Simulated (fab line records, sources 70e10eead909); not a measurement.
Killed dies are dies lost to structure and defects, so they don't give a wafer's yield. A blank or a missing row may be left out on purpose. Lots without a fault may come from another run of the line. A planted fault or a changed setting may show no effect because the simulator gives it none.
Which tool did it? | flow nand_harc | 11 lots, 33 wafers sampled, at 5 steps of a route of 1159

WHAT THE GAUGES READ, wafer by wafer
NHARC_END_SORT_01.
lot  | measured     | on        | killed_at_array | killed_at_other | killed_at_periphery | killed_dies | killed_open | killed_short
L846 | day 20 05:58 | prober-02 | 35 30 41        | 0 0 1           | 2 6 3               | 37 36 45    | 2 0 4       | 1 2 4
L855 | day 22 07:40 | prober-02 | 675 674 676     | 0 0 0           | 2 3 1               | 677 677 677 | 3 4 3       | 0 6 0
L856 | day 22 06:01 | prober-01 | 673 673 672     | 0 1 1           | 4 3 4               | 677 677 677 | 3 3 3       | 3 7 0
L857 | day 22 15:24 | prober-01 | 673 675 673     | 0 1 1           | 4 1 3               | 677 677 677 | 2 1 1       | 3 4 3
L863 | day 24 04:29 | prober-01 | 15 21 17        | 0 0 0           | 2 1 2               | 17 22 19    | 1 4 3       | 5 1 2

WHICH TOOL RAN EACH LOT (tool, then ch and the chambers of the sampled wafers, then the start)
lot  | NHARC_A_CONTACT_ETCH_51                       | NHARC_A_CONTACT_ETCH_118             | NHARC_A_CONTACT_ETCH_96            | NHARC_A_CONTACT_STRIP_55
L845 | rie_diel-04 ch 0,1,2, day 16 04:41 or earlier | har_cap_etch-02 ch 0,1, day 16 04:41 | rie_diel-03 ch 1,3, day 16 05:53   | rie_diel-03 ch 0,3, no start
L846 | rie_diel-04 ch 0,1, day 16 11:37 or earlier   | har_cap_etch-02 ch 0,1, day 16 11:37 | rie_diel-03 ch 1,3, day 16 12:49   | rie_diel-04 ch 1,2,3, day 20 05:58 or earlier
L847 | rie_diel-03 ch 1,2, day 16 18:01 or earlier   | har_cap_etch-03 ch 0,1, day 16 18:01 | rie_diel-03 ch 1,2, day 16 19:37   | rie_diel-01 ch 0,1, no start
L848 | rie_diel-04 ch 1,3, day 17 12:24 or earlier   | har_cap_etch-02 ch 0,1, day 17 12:24 | rie_diel-04 ch 0,2,3, day 17 13:35 | rie_diel-01 ch 1,2,3, no start
L855 | rie_diel-01 ch 1,2,3, day 19 07:35 or earlier | har_cap_etch-01 ch 0,1, day 19 07:35 | rie_diel-03 ch 2,3, day 19 08:46   | rie_diel-03 ch 0,1,3, day 22 07:40 or earlier
L856 | rie_diel-04 ch 1,2,3, day 19 08:02 or earlier | har_cap_etch-02 ch 1, day 19 08:02   | rie_diel-03 ch 0,1,2, day 19 09:13 | rie_diel-01 ch 2,3, day 22 06:01 or earlier
L857 | rie_diel-03 ch 0,1,3, day 19 11:25 or earlier | har_cap_etch-03 ch 0,1, day 19 11:25 | rie_diel-03 ch 1,2,3, day 19 12:35 | rie_diel-03 ch 0,3, day 22 15:24 or earlier
L863 | rie_diel-01 ch 2,3, day 21 00:56 or earlier   | har_cap_etch-03 ch 0,1, day 21 00:56 | rie_diel-04 ch 0,2,3, day 21 02:08 | rie_diel-04 ch 0,1,3, day 24 04:29 or earlier
L862 | rie_diel-04 ch 0,3, day 21 02:14 or earlier   | har_cap_etch-02 ch 0,1, day 21 02:14 | rie_diel-04 ch 2,3, day 21 03:25   | rie_diel-04 ch 0,1,2, no start
L865 | rie_diel-04 ch 1,2, day 21 19:11 or earlier   | har_cap_etch-03 ch 0,1, day 21 19:11 | rie_diel-04 ch 1,2,3, day 21 20:27 | rie_diel-04 ch 1,3, no start
L867 | rie_diel-03 ch 1,3, day 22 05:29 or earlier   | har_cap_etch-01 ch 0,1, day 22 05:29 | rie_diel-01 ch 1,2,3, day 22 06:39 | rie_diel-01 ch 0,1,2, no start
- NHARC_A_CONTACT_ETCH_51: etches the open film in O2/COS, target depth 3600 nm, time 936 s.
- NHARC_A_CONTACT_ETCH_118: etches the open film in C4F8/O2/Ar, time 94 s, target depth 922 nm.
- NHARC_A_CONTACT_ETCH_96: etches the open film in C4F6/O2, target depth 20 nm, time 10 s.
- NHARC_A_CONTACT_STRIP_55: strips in O2.

WHAT THE TOOLS THEMSELVES READ (means of the sampled wafers that have a number; where no wafer has one, the mark that the record gives instead)
NHARC_A_CONTACT_ETCH_51.
lot  | tool        | drypump_motor_current_A (A) | oes_product_au (a.u.) | rf_fwd_power_W (W) | rf_vpp_V (V) | showerhead_plenum_p_Torr (Torr) | throttle_valve_pct (%)
L845 | rie_diel-04 | 5.5                         | 1.000                 | 498.7              | 315.0        | 3.15                            | 28.328
L846 | rie_diel-04 | 5.6                         | 1.010                 | 499.3              | 315.7        | 3.19                            | 28.339
L847 | rie_diel-03 | 5.7                         | 0.990                 | 498.6              | 313.8        | 3.10                            | 28.329
L848 | rie_diel-04 | 5.7                         | 0.991                 | 499.5              | 313.8        | 3.13                            | 28.337
L855 | rie_diel-01 | 5.5                         | 0.999                 | 501.4              | 314.7        | 3.13                            | 28.335
L856 | rie_diel-04 | 5.7                         | 1.002                 | 500.6              | 314.4        | 3.10                            | 28.320
L857 | rie_diel-03 | 5.4                         | 0.984                 | 500.1              | 313.0        | 3.06                            | 28.344
L863 | rie_diel-01 | 5.4                         | 1.009                 | 499.4              | 312.6        | 3.00                            | 28.336
L862 | rie_diel-04 | 5.4                         | 0.983                 | 499.4              | 314.8        | 3.16                            | 28.326
L865 | rie_diel-04 | 5.8                         | 0.994                 | 500.9              | 313.4        | 3.09                            | 28.330
L867 | rie_diel-03 | 5.5                         | 0.989                 | 498.3              | 313.7        | 3.10                            | 28.328

NHARC_A_CONTACT_ETCH_96.
lot  | tool        | drypump_motor_current_A (A) | oes_product_au (a.u.) | rf_fwd_power_W (W) | rf_vpp_V (V) | showerhead_plenum_p_Torr (Torr) | throttle_valve_pct (%)
L845 | rie_diel-03 | 5.5                         | 0.983                 | 585.2              | 546.7        | 3.92                            | 26.903
L846 | rie_diel-03 | 5.5                         | 0.945                 | 584.4              | 545.6        | 3.92                            | 26.901
L847 | rie_diel-03 | 5.9                         | 0.971                 | 584.1              | 544.6        | 3.78                            | 26.905
L848 | rie_diel-04 | 5.3                         | 0.958                 | 585.1              | 546.9        | 3.95                            | 26.909
L855 | rie_diel-03 | 5.9                         | 0.746                 | 584.2              | 543.0        | 3.71                            | 26.903
L856 | rie_diel-03 | 5.6                         | 0.752                 | 586.7              | 545.5        | 3.83                            | 26.901
L857 | rie_diel-03 | 5.8                         | 0.716                 | 585.7              | 544.1        | 3.80                            | 26.909
L863 | rie_diel-04 | 5.3                         | 0.995                 | 588.2              | 547.3        | 3.94                            | 26.909
L862 | rie_diel-04 | 5.5                         | 0.925                 | 583.8              | 545.3        | 3.89                            | 26.904
L865 | rie_diel-04 | 5.7                         | 0.929                 | 586.1              | 546.2        | 3.88                            | 26.891
L867 | rie_diel-01 | 5.5                         | 0.998                 | 585.0              | 546.1        | 3.93                            | 26.901

NHARC_A_CONTACT_STRIP_55.
lot  | tool        | drypump_motor_current_A (A) | oes_product_au (a.u.) | rf_vpp_V (V) | showerhead_plenum_p_Torr (Torr) | throttle_valve_pct (%)
L845 | rie_diel-03 | 5.6                         | 0.984                 | 57.4         | 3.38                            | 17.034
L846 | rie_diel-04 | 5.7                         | 1.001                 | 57.3         | 3.52                            | 17.037
L847 | rie_diel-01 | 5.5                         | 0.998                 | 58.4         | 3.71                            | 17.029
L848 | rie_diel-01 | 5.5                         | 1.000                 | 57.7         | 3.55                            | 17.043
L855 | rie_diel-03 | 5.4                         | 0.981                 | 58.0         | 3.46                            | 17.037
L856 | rie_diel-01 | 5.4                         | 1.000                 | 57.3         | 3.39                            | 17.035
L857 | rie_diel-03 | 5.6                         | 0.975                 | 57.6         | 3.38                            | 17.039
L863 | rie_diel-04 | 5.5                         | 0.998                 | 58.2         | 3.57                            | 17.035
L862 | rie_diel-04 | 5.5                         | 1.003                 | 57.4         | 3.54                            | 17.031
L865 | rie_diel-04 | 5.9                         | 0.989                 | 58.1         | 3.53                            | 17.030
L867 | rie_diel-01 | 5.7                         | 0.991                 | 58.2         | 3.62                            | 17.032

THE ANSWER, worked out from the rows above alone
Rule: what is usual is taken from the lots themselves. Put in order of their means at a reading, lots are off if they are a third of the lots or fewer, leave a main group of 4 or more, and stand apart from it by a gap of 3 or more times the standard deviation of the main group's means; of several such gaps the widest counts. A main group whose means are all the same, to the digits that the tables above print for the reading, isn't used. A lot without any number at a reading at which 4 lots or more have one is off too. The other lots that the step has rows for count as sound. The gauges are gone through in route order, then the tools' own readings, and for those a lot's mean is taken as printed above. The first step at which some lot is off is used, and at that step the reading that is off furthest; a lot without a number counts as furthest.
Off: L855, L856, L857, at NHARC_A_CONTACT_ETCH_96 (oes_product_au). The main group: mean 0.963 a.u., standard deviation 0.027.
A tool fits if, at that step or a process step before it, it ran every lot that is off, and no sound lot after the first of them. NHARC_A_CONTACT_ETCH_51 gives no start for some lots, so the hours and the order of its lots are those of NHARC_A_CONTACT_ETCH_118. One fits: rie_diel-03 at NHARC_A_CONTACT_ETCH_96. Its last sound lot is L847 (day 16 19:37), its first lot that is off L855 (day 19 08:46): a fault that began between those two fits.
The tool's own readings at NHARC_A_CONTACT_ETCH_96 bear it out: on the lots that are off they differ by more than 5 times the standard deviation of the sound lots' means. oes_product_au reads 0.738 a.u. there against 0.963 a.u. on the sound lots.

WHAT THE SIMULATOR HAD PUT IN
Process parameter drift: rie_diel-03, from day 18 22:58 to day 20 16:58, at NHARC_A_CONTACT_ETCH_96. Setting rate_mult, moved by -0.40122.
Lots struck among those shown: L856, L855, L857. The rule above found the same.
